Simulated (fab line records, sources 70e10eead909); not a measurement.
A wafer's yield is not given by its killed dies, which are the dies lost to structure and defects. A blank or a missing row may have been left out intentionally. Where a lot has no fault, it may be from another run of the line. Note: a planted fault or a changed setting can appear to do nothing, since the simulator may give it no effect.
Struck lot and sound lot, side by side :: flow nandHarc :: 15 steps out of a route of 1302
Sound: the wafers L249.2, L249.3, L249.6. Struck: wafers L244.4, L244.5. (L244.1 of the same lot was not struck and is left out.) The cause comes at the end.
Per side, at each step with rows, come the tool, then ch with its chambers, and then its first start. Under that, the readings that differ: sound wafers :: struck wafers :: difference of the means :: sigmas: that difference in standard deviations of wafers without a fault.
alike: a reading whose means differ by less than 2 such deviations, as well as words and numbers matching on both sides. not compared: withheld readings; readings where some wafer has no value; bounds like >300 that might hide an equal value; numbers whose values overlap and for which the record gives no deviation.
Wherever a step has rows on one side only, a row that says differs or no value, or a row with sigmas, the two part there. When numbers do not overlap yet have no deviation, they are printed without sigmas and do not part them. Lack of a reading on every wafer of one side parts them only where that side has two or more wafers.

first, 8 steps without rows for these wafers: NHARC_A_M0_HMDS_02 (time 30 s); NHARC_A_M0_COAT_33 (time 65 s); NHARC_A_M0_COAT_03 (resist thk 90 nm); NHARC_A_M0_SOFTBAKE_04 (time 55 s); NHARC_A_M0_EBR_05; NHARC_A_M0_EXPOSE_06 (exposes mask A M0, target cd 80 nm); NHARC_A_M0_PEB_07 (peb time 65 s); NHARC_A_M0_DEVELOP_08 (develop time 35 s).
NHARC_A_M0_CD_MEAS_09 targets a cd of 80 nm.
  sound on cdSem-01 ch 0, day 30 06:52; struck on cdSem-02 ch 0, day 28 12:44
  alike: cdNm
NHARC_A_M0_OVL_MEAS_10: pitch 160 nm.
  sound on overlay-01 at day 30 06:57; struck on overlay-02 at day 28 12:49
  alike: overlayXNm, overlayYNm
NHARC_A_M0_INSPECT_11:
  sound on defectInspect-02 at day 30 06:59; struck on defectInspect-01 at day 28 12:52
reading: rawDefectCount
sound: 122 117 131
struck: 28 36
difference: -91
sigmas: -2
NHARC_A_M0_DESCUM_14: chemistry O2, time 3 s.
  sound on rieDiel-02 ch 0,1,2, day 30 07:03; struck on rieDiel-04 ch 0,1, day 28 12:55
  alike: drypumpMotorCurrentA, oesProductAu, rfVppV, showerheadPlenumPTorr, throttleValvePct
  not compared: rfHoursCounterH
NHARC_A_M0_ETCH_34: etches the open film in N2/H2, target depth 40 nm, overetch 12 nm, time 43.94 s.
  sound on rieDiel-02 ch 0,1,3, day 30 07:08; struck on rieDiel-04 ch 0,2, day 28 13:01
reading: runLengthS (s)
sound: 65.7 65.4 64.7
struck: 54.4 52.8
difference: -11.7
sigmas: -28
  alike: drypumpMotorCurrentA, n2FlowSccm, oesProductAu, rfVppV, showerheadPlenumPTorr, throttleValvePct
  not compared: rfHoursCounterH
NHARC_A_M0_ETCH_15: etches the open film in C4F8/Ar, target depth 150 nm, overetch 15 nm, time 82.5 s.
  sound on rieDiel-02 ch 0,1,2; struck on rieDiel-04 ch 1,3
  alike: oesProductAu, rfVppV, runLengthS
  not compared: rfHoursCounterH
NHARC_END_SORT_01:
  sound on prober-02 ch 0, day 31 19:25; struck on prober-02 ch 0, day 30 07:32
reading: defectLimitedYield (%)
sound: 91.1 88.8 87.0
struck: 94.5 95.4
difference: +6.0
sigmas: +2

reading: killedAtArray
sound: 59 73 86
struck: 30 29
difference: -43
sigmas: -2

reading: killedDies
sound: 60 76 88
struck: 37 31
difference: -41
sigmas: -2
  alike: killedAtOther, killedAtPeriphery, killedOpen, killedShort

## WHERE THEY PART
First at NHARC_A_M0_INSPECT_11; last, within this record, at NHARC_END_SORT_01.

WHY: what had been put in by the simulator
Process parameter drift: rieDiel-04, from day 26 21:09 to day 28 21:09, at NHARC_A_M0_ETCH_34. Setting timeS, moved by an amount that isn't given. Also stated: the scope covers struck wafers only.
